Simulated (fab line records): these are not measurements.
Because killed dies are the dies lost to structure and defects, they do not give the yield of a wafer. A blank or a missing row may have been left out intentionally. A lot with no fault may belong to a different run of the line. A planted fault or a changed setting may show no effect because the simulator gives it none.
Matching of chambers + flow nand_harc + NHARC_P_GATE_STRIP_108 on rie_diel-05 has 4 sister chambers
The step strips in O2. 18 wafers are shown with their chamber, then 9 later ones without.

## WAFERS WITH THEIR CHAMBER
| wafer  | chamber | showerhead_plenum_p_Torr (Torr) | drypump_motor_current_A (A) | o2_flow_sccm (sccm) |
|--------|---------|---------------------------------|-----------------------------|---------------------|
| L074.2 | 2       | 3.74                            | 5.0                         | 499.7               |
| L074.5 | 2       | 3.73                            | 5.0                         | 503.3               |
| L074.6 | 1       | 3.36                            | 5.8                         | 499.0               |
| L076.3 | 3       | 3.51                            | 6.1                         | 501.0               |
| L076.4 | 2       | 3.74                            | 5.0                         | 501.3               |
| L076.6 | 0       | 3.64                            | 5.1                         | 501.5               |
| L079.2 | 0       | 3.64                            | 5.1                         | 500.5               |
| L079.5 | 1       | 3.36                            | 5.9                         | 497.7               |
| L079.6 | 3       | 3.51                            | 6.0                         | 500.4               |
| L082.1 | 3       | 3.51                            | 6.1                         | 500.5               |
| L082.4 | 0       | 3.63                            | 5.1                         | 501.9               |
| L082.6 | 3       | 3.51                            | 6.1                         | 500.4               |
| L086.1 | 2       | 3.73                            | 5.0                         | 499.8               |
| L086.3 | 0       | 3.63                            | 5.1                         | 500.9               |
| L086.4 | 3       | 3.51                            | 6.1                         | 501.2               |
| L088.1 | 1       | 3.36                            | 5.8                         | 498.9               |
| L088.2 | 0       | 3.63                            | 5.1                         | 501.5               |
| L088.5 | 0       | 3.63                            | 5.1                         | 499.3               |

SIGNATURES (means of the wafers above)
| reading                  | chamber 0 | chamber 1 | chamber 2 | chamber 3 | scatter within a chamber |
|--------------------------|-----------|-----------|-----------|-----------|--------------------------|
| showerhead_plenum_p_Torr | 3.6333    | 3.3600    | 3.7350    | 3.5100    | 0.00408                  |
| drypump_motor_current_A  | 5.100     | 5.833     | 5.000     | 6.080     | 0.0324                   |
| o2_flow_sccm             | 500.933   | 498.533   | 501.025   | 500.700   | 1.02                     |
Rule: a wafer's distance from a chamber is the root of the sum, over the readings, of the square of ((its reading less the chamber's mean) divided by the reading's scatter). If the next closest chamber is less than 2 further off than the closest, the wafer can't be placed; otherwise it belongs to the closest. The scatter is the square root of a quotient: the sum, over the shown wafers, of each reading's squared deviation from its chamber's mean, divided by wafers minus chambers.

## WAFERS WITHOUT THEIR CHAMBER
| wafer  | showerhead_plenum_p_Torr (Torr) | drypump_motor_current_A (A) | o2_flow_sccm (sccm) |
|--------|---------------------------------|-----------------------------|---------------------|
| L089.4 | 3.51                            | 6.1                         | 500.9               |
| L089.5 | 3.63                            | 5.1                         | 500.3               |
| L089.6 | 3.51                            | 6.0                         | 500.5               |
| L090.1 | 3.51                            | 6.1                         | 498.0               |
| L090.4 | 3.63                            | 5.1                         | 497.3               |
| L090.5 | 3.36                            | 5.8                         | 499.3               |
| L096.3 | 3.51                            | 6.1                         | 498.4               |
| L096.4 | 3.36                            | 5.8                         | 501.0               |
| L096.5 | 3.51                            | 6.0                         | 497.4               |

## EACH ONE'S CHAMBER
| wafer  | from the rows above | in truth |
|--------|---------------------|----------|
| L089.4 | 3                   | 3        |
| L089.5 | 0                   | 0        |
| L089.6 | 3                   | 3        |
| L090.1 | 3                   | 3        |
| L090.4 | 0                   | 0        |
| L090.5 | 1                   | 1        |
| L096.3 | 3                   | 3        |
| L096.4 | 1                   | 1        |
| L096.5 | 3                   | 3        |
Placed correctly: 9 of 9. Can't be placed from these rows: 0. Number placed wrongly: 0.
